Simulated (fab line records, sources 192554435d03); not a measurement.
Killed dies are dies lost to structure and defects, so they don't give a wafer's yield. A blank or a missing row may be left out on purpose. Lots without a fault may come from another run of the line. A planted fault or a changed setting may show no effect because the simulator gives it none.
Chamber matching | flow n5_finfet | N5_BEOL_M2_PRE_CLEAN_60 on cvd_co-02: 3 sister chambers
The step time 15 s. 22 wafers are shown with their chamber, then 11 later ones without.

WAFERS WITH THEIR CHAMBER
wafer  | chamber | heater_power_outer_w (W) | heater_power_w (W)
L074.1 | 2       | 19                       | 84
L074.4 | 0       | 6                        | 72
L074.6 | 1       | 20                       | 76
L076.2 | 1       | 21                       | 75
L076.3 | 2       | 19                       | 84
L076.4 | 2       | 19                       | 84
L077.2 | 1       | 20                       | 77
L077.3 | 2       | 19                       | 82
L077.5 | 1       | 20                       | 76
L078.1 | 0       | 6                        | 75
L078.2 | 1       | 19                       | 77
L078.3 | 2       | 19                       | 85
L079.3 | 1       | 20                       | 76
L079.4 | 0       | 6                        | 74
L079.5 | 1       | 20                       | 78
L087.2 | 2       | 20                       | 88
L087.4 | 1       | 20                       | 77
L087.5 | 0       | 6                        | 75
L088.3 | 1       | 20                       | 75
L088.4 | 1       | 20                       | 77
L088.5 | 2       | 19                       | 88
L089.1 | 2       | 19                       | 84

SIGNATURES (means of the wafers above)
reading              | chamber 0 | chamber 1 | chamber 2 | scatter within a chamber
heater_power_outer_w | 6.00      | 20.00     | 19.12     | 0.389
heater_power_w       | 74.00     | 76.40     | 84.88     | 1.54
Rule: a wafer's distance from a chamber is the root of the sum, over the readings, of the square of ((its reading less the chamber's mean) divided by the reading's scatter). The wafer belongs to the nearest chamber; if the next one is less than 2 further off, it can't be placed. The scatter: the root of (the sum of the squares of (reading less its chamber's mean) over the shown wafers, divided by (wafers less chambers)).

WAFERS WITHOUT THEIR CHAMBER
wafer  | heater_power_outer_w (W) | heater_power_w (W)
L089.2 | 20                       | 77
L089.6 | 20                       | 86
L090.1 | 7                        | 76
L090.4 | 20                       | 77
L090.5 | 19                       | 88
L093.3 | 7                        | 76
L093.4 | 19                       | 85
L093.6 | 20                       | 79
L096.3 | 20                       | 77
L096.5 | 19                       | 77
L096.6 | 7                        | 74

WHICH CHAMBER EACH WENT THROUGH
wafer  | from the rows above | in truth
L089.2 | 1                   | 1
L089.6 | 2                   | 2
L090.1 | 0                   | 0
L090.4 | 1                   | 1
L090.5 | 2                   | 2
L093.3 | 0                   | 0
L093.4 | 2                   | 2
L093.6 | 1                   | 1
L096.3 | 1                   | 1
L096.5 | 1                   | 1
L096.6 | 0                   | 0
Placed correctly: 11 of 11. Can't be placed from these rows: 0. Placed wrongly: 0.
